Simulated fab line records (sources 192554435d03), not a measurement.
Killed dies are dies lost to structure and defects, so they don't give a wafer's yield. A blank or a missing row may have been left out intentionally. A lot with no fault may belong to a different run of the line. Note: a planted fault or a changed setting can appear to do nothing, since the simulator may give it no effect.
Chamber matching    flow n5-finfet    4 sister chambers for N5_BEOL_M11_ETCH_66 on rie-diel-05
The step etches SOC in N2/H2, target depth 120 nm, overetch 24 nm, time 180 s. 14 wafers are shown with their chamber, then 7 later ones without.

WAFERS WITH THEIR CHAMBER
wafer   chamber  throttle-valve-pct (%)  showerhead-plenum-p-Torr (Torr)  oes-product-au (a.u.)
L075.2  1        17.63                   2.48                             0.71
L075.4  3        17.93                   2.54                             0.60
L075.6  1        17.62                   2.48                             0.71
L085.1  1        17.66                   2.48                             0.68
L085.2  2        17.61                   2.57                             0.67
L085.6  0        17.99                   2.50                             0.57
L090.2  3        17.96                   2.53                             0.59
L090.3  1        17.64                   2.47                             0.68
L090.4  0        18.01                   2.50                             0.56
L088.1  1        17.66                   2.47                             0.68
L088.2  3        17.97                   2.53                             0.60
L088.5  1        17.65                   2.47                             0.68
L092.2  3        17.97                   2.53                             0.60
L092.5  3        17.98                   2.53                             0.59

SIGNATURES (averages over the wafers above)
reading                   chamber 0  chamber 1  chamber 2  chamber 3  scatter within a chamber
throttle-valve-pct        18.0000    17.6433    17.6100    17.9620    0.0174
showerhead-plenum-p-Torr  2.5000     2.4750     2.5700     2.5320     0.0048
oes-product-au            0.5650     0.6900     0.6700     0.5960     0.0117
Rule: a wafer lies at a distance from a chamber equal to the root of the sum of squares, over the readings, of (its reading less the chamber's mean, divided by the reading's scatter). The wafer belongs to the nearest chamber; if the next one is less than 2 further off, it can't be placed. The scatter: the root of (the sum of the squares of (reading less its chamber's mean) over the shown wafers, divided by (wafers less chambers)).

WAFERS WITH NO CHAMBER GIVEN
wafer   throttle-valve-pct (%)  showerhead-plenum-p-Torr (Torr)  oes-product-au (a.u.)
L092.6  17.65                   2.47                             0.67
L091.3  17.67                   2.47                             0.67
L091.5  17.61                   2.56                             0.65
L091.6  17.96                   2.53                             0.59
L094.1  17.60                   2.49                             0.76
L094.5  17.66                   2.47                             0.68
L094.6  17.65                   2.56                             0.65

THE CHAMBER EACH PASSED THROUGH
wafer    from the rows above   in truth
L092.6   1                     1
L091.3   1                     1
L091.5   2                     2
L091.6   3                     3
L094.1   1                     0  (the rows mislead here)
L094.5   1                     1
L094.6   2                     2
6 of 7 placed correctly. Left unplaced by these rows: 0. Number placed wrongly: 1.
